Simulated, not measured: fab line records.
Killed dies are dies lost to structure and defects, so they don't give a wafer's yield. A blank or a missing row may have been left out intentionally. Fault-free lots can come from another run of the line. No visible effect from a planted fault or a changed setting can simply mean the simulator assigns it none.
fab line records	flow n5Finfet
record lots=9	wafers=27	lastDay=18
route steps=1938 shown DUMMY_GATE@246 SD_EPI_N@262 BEOL_M4@1111
lots with no fault: from the same line, run without faults
startH: hours from the record's first day to the start of the lot's first wafer shown	waitH: hours since the lot's step before	" same as the row above	L1.1+2: one row covering several wafers at once	- no value, or no start was given	* or withheld: withheld	< > ~ a bound
route shown NAME@n: NAME is a module with steps in the file, n the number in the route of the first one	usual: mean/standard deviation of fault-free wafers	same: alike in all rows	chamber/n: place in a boat	sites: each site's reading	_std_site: standard deviation of those values	_edge_site: outer sites' mean less inner sites'	radiusMm: how far each site lies from the wafer's centre	mask NAME#n: copy n	behind: the tool/chamber that last shaped the wafer	hold: why the lot was held/for how many hours/how that ended	device: whichever transistor did not switch (one of n, p or np)	end of line: the same wafers' tests at the end of the route	a step without rows: its recipe alone	killed: dies lost to structure and defects at the first sort, not the wafer's yield	map: dies across one wafer; x = killed, . = not, _ = none there
set.NAME: setting as actually run; set.NAME@STEP: the setting as run at that earlier step	model.NAME: the simulator's own value behind a step, which no gauge read
one table for each step of the route and one row for each wafer, over a sample of lots
services: a tool's chamber out of use, with start hour (startH, from the record's first day; less than 0 if before it), hours out, and reason
## steps
# step N5_DUMMY_GATE_ETCH_32
# recipe chemistry=CF4	target=SiO2	targetDepthA=35	timeS=3.9	ionEnergyEv=350	pressureMtorr=10	icpW=800	biasW=400	cf4FlowSccm=80
# usual drypumpMotorCurrentA=5.5/0.46	oesProductAu=1.005/0.016	throttleValvePct=21.82/0.25
lot.wafer	tool	chamber	startH	waitH	drypumpMotorCurrentA	oesProductAu	rfHoursCounterH	throttleValvePct
L502.2	rieSi-05	2	64.87	0.1	5.1	1.024	59	21.51
L502.4	"	0	"	"	4.9	1.012	33	21.62
L502.6	"	0	"	"	4.9	1.006	-	21.62
L504.1	rieSi-02	0	70.90	0.1	5.1	0.998	185	22.01
L504.3	"	1	"	"	5.5	1.000	6	21.73
L504.6	"	1	"	"	5.6	1.002	-	21.73
L505.3	rieSi-02	3	74.92	0.1	6.0	1.019	60	21.61
L505.4	"	0	"	"	5.2	1.020	-	22.04
L505.5	"	1	"	"	5.6	1.012	-	21.72
L506.3	rieSi-02	0	76.68	0.1	5.1	1.004	185	22.04
L506.4	"	3	"	"	6.0	1.009	-	21.58
L506.6	"	1	"	"	5.5	0.996	-	21.71
L514.1	rieSi-03	0	131.83	0.1	5.8	1.003	3	21.77
L514.3	"	1	"	"	5.5	1.000	161	21.99
L514.6	"	0	"	"	5.8	0.998	-	21.76
L516.2	rieSi-03	3	140.36	0.1	6.1	1.017	69	21.66
L516.3	"	1	"	"	5.5	1.002	162	21.98
L516.4	"	0	"	"	5.8	0.989	3	21.76
L517.1	rieSi-03	1	142.35	0.1	5.5	1.010	162	21.99
L517.4	"	2	"	"	5.9	0.981	183	21.95
L517.5	"	3	"	"	6.2	1.010	-	21.66
L523.2	rieSi-03	2	178.51	0.1	5.8	0.982	184	21.94
L523.3	"	1	"	"	5.5	1.004	162	21.98
L523.4	"	3	"	"	6.2	1.014	70	21.66
L524.2	rieSi-03	0	187.28	0.1	5.8	0.994	4	21.76
L524.4	"	3	"	"	6.2	1.018	70	21.67
L524.5	"	3	"	"	6.2	1.018	-	21.67
# step N5_DUMMY_GATE_ETCH_44
# recipe chemistry=HBr/O2	overEtchFrac=0.7	targetDepthA=1275	stopOn=SiO2	ionEnergyEv=60	biasW=20	target=poly-Si	maskMaterial=SiO2	pressureMtorr=20	icpW=400	HBr_flow_sccm=120	O2_flow_sccm=10
# usual drypumpMotorCurrentA=5.5/0.45	oesProductAu=0.727/0.0086	throttleValvePct=18.48/0.19
lot.wafer	tool	chamber	startH	waitH	drypumpMotorCurrentA	oesProductAu	rfHoursCounterH	throttleValvePct
L502.2	rieSi-05	2	64.96	0.0	5.1	0.728	59	18.24
L502.4	"	0	"	"	4.9	0.726	33	18.32
L502.6	"	0	"	"	4.9	0.704	-	18.32
L504.1	rieSi-02	0	70.99	0.0	5.1	0.732	185	18.57
L504.3	"	1	"	"	5.5	0.746	6	18.43
L504.6	"	1	"	"	5.5	0.725	-	18.44
L505.3	rieSi-02	3	75.01	0.0	6.1	0.729	60	18.29
L505.4	"	0	"	"	5.2	0.741	-	18.57
L505.5	"	1	"	"	5.5	0.730	-	18.41
L506.3	rieSi-02	0	76.77	0.0	5.1	0.732	185	18.56
L506.4	"	3	"	"	6.1	0.725	-	18.30
L506.6	"	1	"	"	5.5	0.721	-	18.44
L514.1	rieSi-03	0	131.92	0.0	5.8	0.737	3	18.53
L514.3	"	1	"	"	5.5	0.735	161	18.75
L514.6	"	0	"	"	5.8	0.740	-	18.54
L516.2	rieSi-03	3	140.45	0.0	6.1	0.725	69	18.26
L516.3	"	1	"	"	5.5	0.732	162	18.77
L516.4	"	0	"	"	5.9	0.738	3	18.53
L517.1	rieSi-03	1	142.44	0.0	5.5	0.743	162	18.77
L517.4	"	2	"	"	5.8	0.733	183	18.58
L517.5	"	3	"	"	6.2	0.734	-	18.27
L523.2	rieSi-03	2	178.60	0.0	5.8	0.723	184	18.56
L523.3	"	1	"	"	5.5	0.728	162	18.75
L523.4	"	3	"	"	6.1	0.709	70	18.26
L524.2	rieSi-03	0	187.37	0.0	5.8	0.751	4	18.54
L524.4	"	3	"	"	6.1	0.727	70	18.26
L524.5	"	3	"	"	6.1	0.729	-	18.27
# step N5_DUMMY_GATE_STRIP_48
# recipe chemistry=N2/H2	timeS=20	powerW=100	tempC=40	pressureMtorr=100	rfFrequencyHz=6e+07	biasPowerW=3	n2FlowSccm=300	h2FlowSccm=300
# usual biasPowerW=3.000/0.0089	drypumpMotorCurrentA=5.9/0.38	oesProductAu=0.79/0.1	rfVppV=45.4/0.82	showerheadPlenumPTorr=3.36/0.11	throttleValvePct=12.28/0.28
lot.wafer	tool	chamber	startH	waitH	biasPowerW	drypumpMotorCurrentA	oesProductAu	rfHoursCounterH	rfVppV	showerheadPlenumPTorr	throttleValvePct
L502.2	rieDiel-02	2	65.26	0.0	3.009	5.2	0.68	252	45.5	3.46	12.64
L502.4	"	1	"	"	3.006	5.9	0.78	-	45.8	3.40	12.40
L502.6	"	2	"	"	2.997	5.2	0.66	-	45.0	3.46	12.64
L504.1	rieDiel-04	1	71.20	0.0	2.993	5.8	0.69	202	44.6	3.36	12.45
L504.3	"	0	"	"	3.004	6.3	0.70	214	44.8	3.22	12.55
L504.6	"	0	"	"	2.993	6.3	0.71	-	45.8	3.22	12.54
L505.3	rieDiel-04	1	75.32	0.0	3.013	5.7	0.69	203	46.4	3.36	12.47
L505.4	"	2	"	"	3.001	5.4	0.77	122	46.2	3.54	12.23
L505.5	"	1	"	"	3.009	5.8	0.69	-	44.0	3.36	12.48
L506.3	rieDiel-02	1	77.12	0.0	3.008	5.9	0.77	115	45.2	3.39	12.39
L506.4	"	1	"	"	3.012	6.0	0.77	-	45.9	3.39	12.41
L506.6	"	3	"	"	3.001	5.9	0.98	-	45.2	3.47	11.97
L514.1	rieDiel-02	0	132.22	0.0	2.993	6.5	0.71	207	45.1	3.20	12.45
L514.3	"	3	"	"	2.995	5.9	0.93	20	44.6	3.46	12.01
L514.6	"	3	"	"	3.000	5.9	0.94	-	46.3	3.46	12.01
L516.2	rieDiel-02	2	140.65	0.0	3.010	5.2	0.96	13	45.8	3.45	12.04
L516.3	"	1	"	"	3.003	5.9	0.76	136	45.2	3.38	12.46
L516.4	"	0	"	"	3.001	6.5	0.71	209	46.0	3.20	12.43
L517.1	rieDiel-06	3	142.66	0.0	3.020	5.8	0.86	57	46.1	3.30	12.43
L517.4	"	0	"	"	3.012	5.9	0.93	18	45.6	3.44	11.65
L517.5	"	3	"	"	3.008	5.9	0.85	-	44.7	3.30	12.43
L523.2	rieDiel-02	1	178.80	0.0	3.001	5.9	0.75	149	46.0	3.38	12.49
L523.3	"	0	"	"	2.999	6.6	0.71	222	45.1	3.19	12.46
L523.4	"	2	"	"	3.007	5.2	0.93	22	46.0	3.45	12.06
L524.2	rieDiel-02	3	187.57	0.0	3.006	5.9	0.89	38	45.3	3.45	12.06
L524.4	"	0	"	"	3.008	6.5	0.70	-	44.6	3.19	12.47
L524.5	"	3	"	"	2.980	5.9	0.89	-	45.6	3.45	12.06
# step N5_SD_EPI_N_COAT_32
# recipe resist=SOC	tempC=250	timeS=60	spinRpm=1500	resistThkNm=350
# usual heaterPowerTotalW=500.6/1.8	runLengthS=66.01/0.13
lot.wafer	tool	chamber	startH	waitH	heaterPowerTotalW	runLengthS
L502.2	lithoTrack-02	0	66.08	0.0	497.6	66.00
L502.4	"	0	"	"	498.5	65.88
L502.6	"	0	"	"	498.0	65.85
L504.1	lithoTrack-02	0	72.03	0.0	501.1	65.95
L504.3	"	0	"	"	498.6	65.82
L504.6	"	0	"	"	497.9	65.96
L505.3	lithoTrack-03	0	76.14	0.0	499.7	66.13
L505.4	"	0	"	"	499.3	66.03
L505.5	"	0	"	"	503.1	66.03
L506.3	lithoTrack-02	0	78.05	0.0	498.6	65.89
L506.4	"	0	"	"	502.2	65.98
L506.6	"	0	"	"	498.4	66.22
L514.1	lithoTrack-02	0	133.06	0.0	500.6	65.80
L514.3	"	0	"	"	502.6	66.22
L514.6	"	0	"	"	500.6	66.14
L516.2	lithoTrack-02	0	141.48	0.0	547.7	57.33
L516.3	"	0	"	"	546.6	57.36
L516.4	"	0	"	"	502.6	66.22
L517.1	lithoTrack-02	0	143.48	0.0	545.4	57.41
L517.4	"	0	"	"	499.3	65.86
L517.5	"	0	"	"	500.9	65.81
L523.2	lithoTrack-03	0	180.25	0.0	498.4	66.01
L523.3	"	0	"	"	502.9	66.16
L523.4	"	0	"	"	500.3	65.95
L524.2	lithoTrack-03	0	188.40	0.0	498.7	66.10
L524.4	"	0	"	"	502.9	66.06
L524.5	"	0	"	"	501.8	66.07
# step N5_BEOL_M4_RC_MEAS_101
# usual DIBL_N=37.1/1.8	DIBL_P=37.2/2.1	IOFF_N=0.17/0.033	IOFF_P=0.22/0.037	ION_N=680/11	ION_P=464/7.7	SS_N=71.7/0.63	SS_P=73.6/0.67	VT_N=248.9/2.9	VT_P=-251/3.6
lot.wafer	tool	chamber	startH	waitH	DIBL_N[mV/V]	DIBL_P[mV/V]	IOFF_N[nA/um]	IOFF_P[nA/um]	ION_N[uA/um]	ION_P[uA/um]	SS_N[mV/dec]	SS_P[mV/dec]	VT_N[mV]	VT_P[mV]
L504.1	prober-02	0	190.94	0.0	38.7	40.6	0.22	0.26	701	473	72.0	74.6	242.9	-248
L504.3	"	0	"	"	35.8	36.7	0.14	0.18	676	455	71.4	73.2	251.4	-256
L504.6	"	0	"	"	34.1	33.8	0.12	0.15	667	454	71.0	72.5	251.3	-256
L502.2	prober-02	0	193.68	0.2	37.2	37.9	0.19	0.27	674	466	71.7	73.9	244.5	-245
L502.4	"	0	"	"	34.4	34.7	0.15	0.20	675	464	72.2	72.8	250.0	-248
L502.6	"	0	"	"	36.1	36.9	0.16	0.24	679	473	72.1	74.3	250.0	-245
L505.3	prober-02	0	202.24	0.3	36.0	36.5	0.17	0.24	691	468	71.0	73.2	248.1	-247
L505.4	"	0	"	"	37.9	39.2	0.21	0.29	684	471	71.7	74.4	245.2	-246
L505.5	"	0	"	"	35.0	35.4	0.15	0.21	684	469	70.8	73.2	249.1	-249
L506.3	prober-02	0	216.44	0.3	37.3	37.8	0.18	0.23	690	467	71.9	74.0	246.8	-249
L506.4	"	0	"	"	39.4	38.5	0.21	0.24	693	462	72.3	74.5	245.6	-248
L506.6	"	0	"	"	37.5	36.9	0.18	0.22	689	468	71.6	73.8	246.4	-249
L517.1	prober-01	0	281.43	0.0	39.9	40.1	0.23	0.24	699	466	72.2	73.9	243.1	-252
L517.4	"	0	"	"	40.3	41.7	0.24	0.26	691	465	72.6	74.3	245.7	-249
L517.5	"	0	"	"	36.9	36.5	0.15	0.17	674	457	72.1	73.3	249.0	-257
L516.2	prober-02	0	281.90	0.2	38.3	39.1	0.20	0.21	682	458	72.4	73.3	247.9	-251
L516.3	"	0	"	"	40.4	40.5	0.23	0.25	686	463	72.7	74.5	246.6	-248
L516.4	"	0	"	"	36.9	39.4	0.18	0.22	683	467	71.5	73.8	246.6	-250
L514.1	prober-02	0	283.62	0.0	38.4	37.8	0.18	0.22	676	461	70.8	73.7	247.8	-251
L514.3	"	0	"	"	40.1	40.3	0.21	0.27	688	474	71.5	74.3	247.0	-247
L514.6	"	0	"	"	35.5	35.3	0.12	0.19	671	467	70.7	73.8	252.9	-252
L523.2	prober-02	0	322.86	0.2	39.5	39.0	0.18	0.24	664	463	71.9	73.9	249.3	-248
L523.3	"	0	"	"	40.7	38.9	0.21	0.24	678	461	73.2	74.5	247.9	-247
L523.4	"	0	"	"	37.4	35.8	0.16	0.20	680	461	71.3	73.8	250.8	-250
L524.2	prober-02	0	325.78	0.2	40.8	40.8	0.27	0.34	703	477	73.1	74.0	242.1	-241
L524.4	"	0	"	"	35.2	34.0	0.13	0.20	677	463	72.0	72.0	251.3	-248
L524.5	"	0	"	"	37.1	36.9	0.18	0.25	679	467	71.7	73.6	248.0	-244
## services
tool	chamber	startH	hours	kind
rieDiel-02	0	50.13	6.4	repair
rieDiel-02	2	52.59	7.0	repair
rieDiel-02	3	59.63	-	clean
rieDiel-02	3	59.63	-	consumableReplace:focusRing
rieDiel-02	3	59.63	14.3	scheduledDown
rieDiel-02	3	59.63	14.3	ventCycle
rieDiel-06	0	60.17	-	clean
rieDiel-06	0	60.17	-	consumableReplace:focusRing
rieDiel-06	0	60.17	19.7	scheduledDown
rieDiel-06	0	60.17	19.7	ventCycle
rieSi-02	2	73.06	6.0	repair
rieDiel-02	2	73.95	-	clean
rieDiel-02	2	73.95	-	consumableReplace:focusRing
rieDiel-02	2	73.95	23.0	scheduledDown
rieDiel-02	2	73.95	23.0	ventCycle
rieDiel-06	-	75.17	0.9	repair
rieDiel-04	2	96.92	132.0	repair
rieSi-02	-	116.96	0.6	repair
rieSi-03	3	124.66	11.5	repair
rieDiel-02	2	161.44	8.3	repair
rieSi-02	0	175.06	1.9	repair
rieDiel-06	1	180.43	-	clean
rieDiel-06	1	180.43	-	consumableReplace:focusRing
rieDiel-02	1	183.49	5.8	repair
## key
firstSign step=N5_SD_EPI_N_COAT_32	reading=runLengthS	direction=down	sigmas=68	usual=*	struck=*
effect step=N5_SD_EPI_N_COAT_32	reading=heaterPowerTotalW	direction=up	sigmas=26	usual=*	struck=*
metAt N5_SD_EPI_N_COAT_32
struckLots L516,L517
struckWafers L516.2,L516.3,L517.1
notActingAt N5_DUMMY_GATE_ETCH_32,N5_DUMMY_GATE_ETCH_44,N5_DUMMY_GATE_STRIP_48
onsetBetween 133.06 141.48
fault kind=processParameterDrift	tool=lithoTrack-02	chamber=-	onsetH=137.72	steps=N5_SD_EPI_N_COAT_32	channel=timeS	offset=*	shape=step	endH=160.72	scope=struckWafersOnly	actsIn=*	stated=*
